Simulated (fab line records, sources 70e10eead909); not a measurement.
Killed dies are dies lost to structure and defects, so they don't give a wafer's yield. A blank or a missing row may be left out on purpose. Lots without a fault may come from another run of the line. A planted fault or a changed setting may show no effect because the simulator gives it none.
fab line records | flow nand_harc
record lots=6 wafers=18 last_day=25
route steps=1159 shown A_ONON_D1@434
lots that met no fault: from a run of the same line without faults
start_h: hours from the record's first day to the start of the lot's first wafer shown | wait_h: hours since the lot's step before | " the same as in the row above | L1.1+2: a row that stands for several wafers | - no value, or no start given | * or withheld: withheld | < > ~ a bound
route shown NAME@n: a module of which the file shows steps, and the number in the route of the first | usual: mean/standard deviation of fault-free wafers | same: alike in all rows | chamber/n: place in a boat | sites: the reading at each site | _std_site: their standard deviation | _edge_site: outer sites' mean less inner sites' | radius_mm: how far each site lies from the wafer's centre | mask NAME#n: copy n | behind: the tool/chamber that last shaped the wafer | hold: why the lot was held/for how many hours/how that ended | device: the transistor (n, p or np) that didn't switch | end of line: the same wafers' tests at the end of the route | a step without rows: its recipe alone | killed: dies lost to structure and defects at the first sort, not the wafer's yield | map: a wafer's dies, x killed, . not, _ none there
set.NAME: the setting as run; set.NAME@STEP: as run at that earlier step | model.NAME: the simulator's own value behind a step, which no gauge read
lots at some steps of the route; a table a step, a row a wafer
services: from which hour (start_h, from the record's first day; less than 0 if before it) a tool's chamber was out of use, for how many hours, and why
## steps
# step NHARC_A_ONON_D1_ANNEAL_15
# recipe temp_c=750 time_s=3600
# step NHARC_A_ONON_D1_DEP_16
# recipe target_thk_a=10000 n2_flow_sccm=2750 n2o_flow_sccm=2000 nh3_flow_sccm=500 sih4_flow_sccm=210 temp_c=400
# step NHARC_A_ONON_D1_THK_MEAS_18
# recipe thk_meas_gauge=ellipsometry
# usual thk_nm=1001/11
# columns lot.wafer tool chamber start_h wait_h thk_nm
L206.2 film_metro-01 - 207.03 - 1004
L206.3 " - " " 1003
L206.4 " - " " 1004
L210.3 film_metro-01 - 222.09 - 991
L210.4 " - " " 989
L210.5 " - " " 990
L212.3 film_metro-01 - 247.84 - 1013
L212.5 " - " " 1013
L212.6 " - " " 1016
L216.3 film_metro-01 - 264.54 - 993
L216.5 " - " " 991
L216.6 " - " " 991
L217.2 film_metro-01 - 264.56 - 988
L217.4 " - " " 985
L217.6 " - " " 990
L223.1 film_metro-01 - 316.72 - 1015
L223.3 " - " " 1016
L223.6 " - " " 1016
# step NHARC_A_ONON_D1_DEP_19
# recipe target_thk_a=10000 n2_flow_sccm=2750 n2o_flow_sccm=2000 nh3_flow_sccm=500 sih4_flow_sccm=210 temp_c=400
# step NHARC_A_ONON_D1_THK_MEAS_21
# recipe thk_meas_gauge=ellipsometry
# usual thk_nm=997/9.9
# columns lot.wafer tool chamber start_h wait_h thk_nm
L206.2 film_metro-01 - 207.59 - 1006
L206.3 " - " " 1009
L206.4 " - " " 1007
L210.3 film_metro-01 - 222.66 - 1010
L210.4 " - " " 1009
L210.5 " - " " 1011
L212.3 film_metro-01 - 248.40 - 1021
L212.5 " - " " 1020
L212.6 " - " " 1022
L216.3 film_metro-01 - 265.11 - 999
L216.5 " - " " 999
L216.6 " - " " 1000
L217.2 film_metro-01 - 265.12 - 998
L217.4 " - " " 999
L217.6 " - " " 998
L223.1 film_metro-01 - 317.30 - 974
L223.3 " - " " 974
L223.6 " - " " 975
# step NHARC_A_ONON_D1_DEP_22
# recipe target_thk_a=10000 n2_flow_sccm=2750 n2o_flow_sccm=2000 nh3_flow_sccm=500 sih4_flow_sccm=210 temp_c=400
# step NHARC_A_ONON_D1_THK_MEAS_24
# recipe thk_meas_gauge=ellipsometry
# usual thk_nm=1002/11
# columns lot.wafer tool chamber start_h wait_h thk_nm
L206.2 film_metro-01 - 208.17 - 1028
L206.3 " - " " 1029
L206.4 " - " " 1029
L210.3 film_metro-01 - 223.23 - 1009
L210.4 " - " " 1012
L210.5 " - " " 1009
L212.3 film_metro-01 - 248.96 - 996
L212.5 " - " " 997
L212.6 " - " " 996
L216.3 film_metro-01 - 265.68 - 990
L216.5 " - " " 990
L216.6 " - " " 990
L217.2 film_metro-01 - 265.69 - 996
L217.4 " - " " 998
L217.6 " - " " 996
L223.1 film_metro-01 - 317.87 - 1002
L223.3 " - " " 1000
L223.6 " - " " 1001
# step NHARC_A_ONON_D1_DEP_25
# recipe target_thk_a=10000 n2_flow_sccm=2750 n2o_flow_sccm=2000 nh3_flow_sccm=500 sih4_flow_sccm=210 temp_c=400
# step NHARC_A_ONON_D1_THK_MEAS_27
# recipe thk_meas_gauge=ellipsometry
# usual thk_nm=996/7.7
# columns lot.wafer tool chamber start_h wait_h thk_nm
L206.2 film_metro-01 - 208.74 - 991
L206.3 " - " " 991
L206.4 " - " " 992
L210.3 film_metro-01 - 223.79 - 1002
L210.4 " - " " 1002
L210.5 " - " " 1002
L212.3 film_metro-01 - 249.54 - 1002
L212.5 " - " " 1004
L212.6 " - " " 1003
L216.3 film_metro-01 - 266.24 - 985
L216.5 " - " " 986
L216.6 " - " " 986
L217.2 film_metro-01 - 266.26 - 992
L217.4 " - " " 992
L217.6 " - " " 994
L223.1 film_metro-01 - 318.44 - 1001
L223.3 " - " " 1000
L223.6 " - " " 999
# step NHARC_A_ONON_D1_DEP_28
# recipe target_thk_a=10000 n2_flow_sccm=2750 n2o_flow_sccm=2000 nh3_flow_sccm=500 sih4_flow_sccm=210 temp_c=400
# step NHARC_A_ONON_D1_THK_MEAS_30
# recipe thk_meas_gauge=ellipsometry
# usual thk_nm=1000/9.3
# columns lot.wafer tool chamber start_h wait_h thk_nm
L206.2 film_metro-01 - 209.32 - 1009
L206.3 " - " " 1007
L206.4 " - " " 1008
L210.3 film_metro-01 - 224.36 - 992
L210.4 " - " " 994
L210.5 " - " " 993
L212.3 film_metro-01 - 250.10 - 1001
L212.5 " - " " 1000
L212.6 " - " " 1002
L216.3 film_metro-01 - 266.80 - 1002
L216.5 " - " " 1000
L216.6 " - " " 1004
L217.2 film_metro-01 - 266.82 - 1005
L217.4 " - " " 1006
L217.6 " - " " 1005
L223.1 film_metro-01 - 319.00 - 1001
L223.3 " - " " 1002
L223.6 " - " " 1001
# step NHARC_A_ONON_D1_DEP_33
# recipe target_thk_a=2000 temp_c=400 pressure_torr=6.5 rf_w=900 teos_flow_sccm=161.4 flow_sccm=2650 target_thk_nm=200 gas=O2 material=SiO2
# usual heater_power_w=575/79 mfc_precursor_sccm=161.3/0.5 rf_fwd_power_W=897.9/3 throttle_valve_pct=16.2/0.51
# columns lot.wafer tool chamber start_h wait_h heater_power_w mfc_precursor_sccm rf_fwd_power_W throttle_valve_pct
L206.2 pecvd-01 1 209.43 0.1 625 161.5 893.9 15.4
L206.3 " 2 " " 497 161.6 895.4 16.2
L206.4 " 2 " " 491 161.3 892.9 16.3
L210.3 pecvd-03 0 224.41 0.1 499 161.7 1002.8 16.9
L210.5 " 0 " " 499 161.4 1005.3 17.0
L210.4 " 1 " " 523 161.2 897.5 15.8
L212.3 pecvd-03 2 250.16 0.1 715 161.3 899.1 17.0
L212.6 " 0 " " 458 161.6 1007.3 17.0
L212.5 " 1 " " 564 160.9 895.6 16.1
L216.3 pecvd-01 1 267.09 0.3 690 162.8 894.4 15.5
L216.5 " 2 " " 543 161.8 892.1 16.1
L216.6 " 1 " " 665 161.4 895.0 15.4
L217.2 pecvd-02 0 267.11 0.3 532 160.9 901.9 16.6
L217.6 " 0 " " 536 160.4 900.7 16.5
L217.4 " 1 " " 596 160.9 896.0 16.2
L223.3 pecvd-03 2 319.06 0.1 708 161.6 898.4 16.9
L223.1 " 0 " " 489 161.5 898.0 16.8
L223.6 " 2 " " 702 161.2 897.4 16.9
# step NHARC_A_ONON_D1_THK_MEAS_34
# recipe thk_meas_gauge=ellipsometry
# usual thk_nm=200/3
# columns lot.wafer tool chamber start_h wait_h thk_nm
L206.2 film_metro-01 - 209.80 - 193
L206.3 " - " " 200
L206.4 " - " " 200
L210.3 film_metro-01 - 224.83 - 207
L210.4 " - " " 197
L210.5 " - " " 209
L212.3 film_metro-01 - 250.57 - 200
L212.5 " - " " 203
L212.6 " - " " 211
L216.3 film_metro-01 - 267.41 - 193
L216.5 " - " " 202
L216.6 " - " " 198
L217.2 film_metro-01 - 267.48 - 204
L217.4 " - " " 204
L217.6 " - " " 202
L223.1 film_metro-01 - 319.47 - 200
L223.3 " - " " 197
L223.6 " - " " 200
## services
# columns tool chamber start_h hours kind
pecvd-01 - 237.32 13.0 pm
pecvd-01 0 237.32 13.0 vent_cycle
pecvd-01 1 237.32 13.0 vent_cycle
pecvd-01 2 237.32 13.0 vent_cycle
pecvd-02 - 248.97 0.4 repair
pecvd-01 0 250.32 - clean
pecvd-01 1 250.32 - clean
pecvd-01 2 250.32 - clean
pecvd-03 - 260.87 1.9 repair
pecvd-03 - 292.08 13.0 pm
pecvd-03 0 292.08 13.0 vent_cycle
pecvd-03 1 292.08 13.0 vent_cycle
pecvd-03 2 292.08 13.0 vent_cycle
pecvd-02 0 304.93 6.6 repair
pecvd-03 0 305.08 - clean
pecvd-03 1 305.08 - clean
pecvd-03 2 305.08 - clean
pecvd-01 0 309.91 8.5 repair
## key
first_sign step=NHARC_A_ONON_D1_DEP_33 reading=rf_fwd_power_W direction=up sigmas=36 usual=* struck=*
effect step=NHARC_A_ONON_D1_THK_MEAS_34 reading=thk_nm direction=up sigmas=2.9 usual=200 struck=209
met_at NHARC_A_ONON_D1_DEP_33
struck_wafers L210.3,L210.5,L212.6
tester_left_out L210,L212
fault kind=process_parameter_drift tool=pecvd-03 chamber=0 onset_h=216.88 steps=NHARC_A_ONON_D1_DEP_33 channel=rf_w offset=* shape=step end_h=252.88 acts_in=* stated=*
# tester_left_out: of these lots the tester's yield and bins aren't shown, on N5 and GAA mostly nor the transistor test; their killed dies are dies lost to structure and defects alone, not to doping, threshold or leakage, so they don't give the yield
